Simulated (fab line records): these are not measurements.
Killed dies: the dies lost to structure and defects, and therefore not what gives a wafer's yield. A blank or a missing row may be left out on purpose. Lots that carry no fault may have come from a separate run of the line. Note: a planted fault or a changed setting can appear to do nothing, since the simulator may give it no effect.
Chamber matching | flow n5_finfet | N5_MOL_CONTACT_COAG_ALD_133 on ald_sin-03 has 4 sister chambers
The step deposits SiO2, target thk 5 nm, pulse time 1 s, co reactant pulse time 1 s. 14 wafers are shown with their chamber, then 7 later ones without.

## EACH WAFER AND ITS CHAMBER
wafer  | chamber | heater_power_w (W) | precursor_pulse_height_rel
L074.1 | 2       | 81                 | 0.998
L074.3 | 1       | 73                 | 0.971
L074.5 | 2       | 85                 | 1.023
L079.2 | 3       | 65                 | 1.007
L079.3 | 1       | 75                 | 1.048
L079.5 | 0       | 82                 | 1.017
L080.1 | 3       | 67                 | 0.999
L080.3 | 1       | 74                 | 1.010
L080.5 | 2       | 84                 | 0.978
L082.1 | 1       | 74                 | 1.007
L082.4 | 3       | 66                 | 0.990
L082.5 | 1       | 74                 | 1.022
L083.2 | 2       | 84                 | 1.022
L083.4 | 0       | 82                 | 0.993

SIGNATURES (averages over the wafers above)
reading                    | chamber 0 | chamber 1 | chamber 2 | chamber 3 | scatter within a chamber
heater_power_w             | 82.00     | 74.00     | 83.50     | 66.00     | 1.14
precursor_pulse_height_rel | 1.00500   | 1.01160   | 1.00525   | 0.99867   | 0.0222
Rule: for each reading, subtract the chamber's mean from the wafer's reading, divide by that reading's scatter and square the result; add these up over the readings and take the root, which gives the wafer's distance from the chamber. The wafer belongs to the nearest chamber; if the next one is less than 2 further off, it can't be placed. The scatter is the square root of a quotient: the sum, over the shown wafers, of each reading's squared deviation from its chamber's mean, divided by wafers minus chambers.

## WAFERS MISSING THEIR CHAMBER
wafer  | heater_power_w (W) | precursor_pulse_height_rel
L083.6 | 82                 | 1.006
L084.2 | 80                 | 0.974
L084.5 | 74                 | 1.007
L084.6 | 83                 | 1.011
L085.2 | 84                 | 0.993
L085.5 | 83                 | 1.007
L085.6 | 74                 | 0.989

## CHAMBER TAKEN BY EACH
wafer  | from the rows above     | in truth
L083.6 | can't be placed: 0 or 2 | 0
L084.2 | can't be placed: 0 or 2 | 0
L084.5 | 1                       | 1
L084.6 | can't be placed: 2 or 0 | 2
L085.2 | can't be placed: 2 or 0 | 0
L085.5 | can't be placed: 2 or 0 | 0
L085.6 | 1                       | 1
Correctly placed: 2 of 7. Cannot be placed on the basis of these rows: 5; the candidates contain the true chamber in 5. 0 placed wrongly.
